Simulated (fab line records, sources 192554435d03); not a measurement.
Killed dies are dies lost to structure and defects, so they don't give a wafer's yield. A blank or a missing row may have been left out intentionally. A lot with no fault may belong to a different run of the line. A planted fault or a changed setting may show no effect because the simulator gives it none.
Which tool was responsible? -- flow n5 finfet -- 25 wafers from 10 lots sampled at 3 of the route's 1938 steps

WHAT THE GAUGES READ, wafer by wafer
N5_BEOL_M14_CD_MEAS_28: the cd target is 284.4 nm.
lot,measured,on,cd nm (nm)
L170,day 12 08:28,cd sem-01,290.5 288.4
L172,day 12 11:16,cd sem-01,291.4 290.0
L173,day 13 03:02,cd sem-03,288.6 289.6
L175,day 13 03:12,cd sem-02,287.3 286.4 287.3
L176,day 13 06:43,cd sem-02,286.9 287.1
L181,day 15 02:35,cd sem-01,287.4 288.7 287.4
L183,day 15 16:03,cd sem-01,287.7 286.9
L186,day 16 01:45,cd sem-03,261.4 261.6 262.3
L187,day 16 09:23,cd sem-01,267.7 269.1 269.3
L188,day 17 01:50,cd sem-02,270.4 270.0 271.3

WHICH TOOL RAN EACH LOT (tool, then ch and the chambers of the sampled wafers, then the start)
lot,N5_BEOL_M14_STRIP_63,N5_BEOL_M14_EXPOSE_25
L170,"rie diel-05 ch 0,1, day 12 08:17 or earlier","krf scanner-02 ch 0, day 12 08:17"
L172,"rie diel-01 ch 0,2, day 12 11:06 or earlier","krf scanner-01 ch 0, day 12 11:06"
L173,"rie diel-04 ch 0,2, day 13 02:52 or earlier","krf scanner-02 ch 0, day 13 02:52"
L175,"rie diel-05 ch 1,2, day 13 03:02 or earlier","krf scanner-01 ch 0, day 13 03:02"
L176,"rie diel-05 ch 1,2, day 13 06:32 or earlier","krf scanner-01 ch 0, day 13 06:32"
L181,"rie diel-01 ch 1,2,3, day 15 02:25 or earlier","krf scanner-01 ch 0, day 15 02:25"
L183,"rie diel-01 ch 0,3, day 15 15:53 or earlier","krf scanner-02 ch 0, day 15 15:53"
L186,"rie diel-05 ch 0,1,3, day 16 01:35 or earlier","krf scanner-01 ch 0, day 16 01:35"
L187,"rie diel-05 ch 0,1,3, day 16 09:13 or earlier","krf scanner-01 ch 0, day 16 09:13"
L188,"rie diel-04 ch 1,3, day 17 01:41 or earlier","krf scanner-01 ch 0, day 17 01:41"
- N5_BEOL_M14_STRIP_63: strips in O2.
- N5_BEOL_M14_EXPOSE_25: exposes mask M14, target cd 280 nm.

THE ANSWER, worked out from the rows above alone
Rule: usual is defined by the lots themselves. Put in order of their means at a reading, lots are off if they are a third of the lots or fewer, leave a main group of 4 or more, and stand apart from it by a gap of 3 or more times the standard deviation of the main group's means; of several such gaps the widest counts. Not used: any main group whose means are identical at the precision the tables above print for the reading. Also off: a lot with no number at a reading for which 4 or more lots have one. Where the step has rows for the other lots, those lots are counted as sound.
Off: L186, L187, L188 (N5_BEOL_M14_CD_MEAS_28, cd nm). For the main group the mean is 288.3 nm and the standard deviation 1.3.
A tool fits if, at a process step before that reading, it ran every lot that is off, and no sound lot after the first of them. Gauges at N5_BEOL_M14_CD_MEAS_28: tried the same way as those tools. Because N5_BEOL_M14_STRIP_63 lacks a start for some lots, the hours and order of its lots are taken from N5_BEOL_M14_EXPOSE_25. One candidate fits, namely krf scanner-01 at N5_BEOL_M14_EXPOSE_25. Its last sound lot is L181 (day 15 02:25), its first lot that is off L186 (day 16 01:35): a fault that began between those two fits.

WHAT THE SIMULATOR PUT IN
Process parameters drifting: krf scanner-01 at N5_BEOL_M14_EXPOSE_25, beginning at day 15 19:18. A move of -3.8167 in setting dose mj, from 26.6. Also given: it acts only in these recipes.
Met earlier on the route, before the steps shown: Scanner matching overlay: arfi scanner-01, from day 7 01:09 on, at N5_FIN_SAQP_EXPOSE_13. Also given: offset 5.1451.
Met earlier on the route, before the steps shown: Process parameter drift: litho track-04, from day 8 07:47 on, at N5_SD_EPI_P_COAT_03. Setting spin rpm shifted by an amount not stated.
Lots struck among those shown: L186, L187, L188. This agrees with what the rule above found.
